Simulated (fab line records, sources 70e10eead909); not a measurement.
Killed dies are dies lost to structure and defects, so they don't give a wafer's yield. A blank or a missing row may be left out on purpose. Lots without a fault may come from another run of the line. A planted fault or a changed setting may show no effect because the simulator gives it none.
Which tool did it? | flow nand_harc | 13 lots, 39 wafers sampled, at 3 steps of a route of 1302

WHAT THE GAUGES READ, wafer by wafer
NHARC_A_SGD_CUT_CD_MEAS_09: target cd 100 nm. Usual: cd_nm 100.0 nm, standard deviation 0.59.
lot  | measured     | on        | cd_nm (nm)        | flag
L451 | day 19 15:44 | cd_sem-01 | 99.4 101.0 100.5  |
L452 | day 19 18:33 | cd_sem-01 | 99.6 100.2 99.9   |
L454 | day 20 23:10 | cd_sem-01 | 100.4 99.5 100.0  |
L458 | day 22 01:59 | cd_sem-01 | 99.2 99.9 98.7    |
L456 | day 22 01:58 | cd_sem-03 | 99.6 99.3 99.6    |
L457 | day 23 02:24 | cd_sem-01 | 99.7 100.4 100.1  |
L459 | day 23 09:02 | cd_sem-03 | 100.6 100.9 99.5  |
L461 | day 23 09:11 | cd_sem-02 | 100.1 101.5 100.9 |
L460 | day 23 16:27 | cd_sem-03 | 100.9 99.9 101.3  |
L463 | day 25 11:15 | cd_sem-02 | 99.6 100.7 100.3  |
L465 | day 25 11:35 | cd_sem-01 | 100.0 99.8 99.9   |
L472 | day 28 14:35 | cd_sem-02 | 100.3 100.4 100.1 |
L473 | day 28 18:34 | cd_sem-01 | 99.6 99.2 99.3    |

NHARC_A_SGD_CUT_OVL_MEAS_10. Usual: overlay_x_nm 0.1 nm, standard deviation 0.67; overlay_y_nm 0.1 nm, standard deviation 0.65.
lot  | measured     | on         | overlay_x_nm (nm) | overlay_y_nm (nm) | flag
L451 | day 19 15:49 | overlay-02 | -0.1 -0.2 0.8     | -0.6 0.1 0.1      |
L452 | day 19 18:39 | overlay-01 | 0.6 -0.8 0.7      | -0.1 0.2 -0.2     |
L454 | day 20 23:16 | overlay-02 | 0.4 -0.3 0.8      | 1.0 0.4 0.6       |
L458 | day 22 02:05 | overlay-01 | 0.4 0.3 0.2       | -0.2 0.4 -0.2     |
L456 | day 22 02:03 | overlay-02 | 1.2 0.3 0.4       | 0.6 0.3 0.2       |
L457 | day 23 02:29 | overlay-02 | -0.2 -0.4 0.2     | -1.5 -1.8 -1.3    |
L459 | day 23 09:07 | overlay-01 | -0.4 -0.1 -0.1    | -0.5 -0.7 -0.5    |
L461 | day 23 09:16 | overlay-02 | -1.0 -0.9 -1.0    | -0.1 -0.1 -0.4    |
L460 | day 23 16:32 | overlay-02 | -0.1 0.7 -0.3     | 0.3 0.1 0.5       |
L463 | day 25 11:20 | overlay-02 | 0.6 0.5 0.5       | -1.0 -1.3 -0.4    |
L465 | day 25 11:40 | overlay-02 | 0.7 1.0 1.5       | 0.6 0.9 0.5       |
L472 | day 28 14:41 | overlay-02 | 0.0 0.2 -0.4      | 0.9 0.5 0.9       |
L473 | day 28 18:40 | overlay-02 | 0.8 0.8 1.2       | 0.8 0.5 0.8       |

WHICH TOOL RAN EACH LOT (tool, then ch and the chambers of the sampled wafers, then the start)
lot  | NHARC_A_SGD_CUT_DEP_00
L451 | pecvd-02 ch 1,2, day 19 15:10
L452 | pecvd-02 ch 0,1,2, day 19 17:57
L454 | pecvd-04 ch 0,1, day 20 22:38
L458 | pecvd-04 ch 0,2, day 22 01:17
L456 | pecvd-03 ch 0,2, day 22 01:18
L457 | pecvd-03 ch 0,1,2, day 23 01:49
L459 | pecvd-03 ch 0,2, day 23 08:22
L461 | pecvd-04 ch 0,1, day 23 08:28
L460 | pecvd-04 ch 0,1, day 23 15:43
L463 | pecvd-03 ch 0,1,2, day 25 10:32
L465 | pecvd-02 ch 0,2, day 25 10:55
L472 | pecvd-02 ch 0,1,2, day 28 13:56
L473 | pecvd-04 ch 0,1,2, day 28 17:52
- NHARC_A_SGD_CUT_DEP_00: deposits SiNx, target thk 50 nm.

WHAT THE TOOLS THEMSELVES READ (means of the sampled wafers that have a number; where no wafer has one, the mark that the record gives instead)
NHARC_A_SGD_CUT_DEP_00. Usual: heater_power_w 677 W, standard deviation 70; rf_fwd_power_W 448.4 W, standard deviation 1.4.
lot  | tool     | heater_power_w (W) | rf_fwd_power_W (W) | flag
L451 | pecvd-02 | 718                | 448.3              |
L452 | pecvd-02 | 680                | 447.8              |
L454 | pecvd-04 | 646                | 449.6              |
L458 | pecvd-04 | 695                | 449.1              |
L456 | pecvd-03 | 626                | 449.1              |
L457 | pecvd-03 | 673                | 448.7              |
L459 | pecvd-03 | 660                | 447.8              |
L461 | pecvd-04 | 686                | 448.7              |
L460 | pecvd-04 | 579                | 449.9              |
L463 | pecvd-03 | 647                | 449.1              |
L465 | pecvd-02 | 676                | 449.8              |
L472 | pecvd-02 | 664                | 447.9              |
L473 | pecvd-04 | 701                | 448.5              |

THE ANSWER, worked out from the rows above alone
Rule: a lot is off if the mean of its wafers that have a number lies more than 3 standard deviations from the usual mean. A lot without any number at a reading at which 4 lots or more have one is off too. The other lots that the step has rows for count as sound. The gauges are gone through in route order, then the tools' own readings, and for those a lot's mean is taken as printed above. The first step at which some lot is off is used, and at that step the reading that is off furthest; a lot without a number counts as furthest.
No lot is off at any reading shown: from this, nothing can be told.

WHAT THE SIMULATOR HAD PUT IN
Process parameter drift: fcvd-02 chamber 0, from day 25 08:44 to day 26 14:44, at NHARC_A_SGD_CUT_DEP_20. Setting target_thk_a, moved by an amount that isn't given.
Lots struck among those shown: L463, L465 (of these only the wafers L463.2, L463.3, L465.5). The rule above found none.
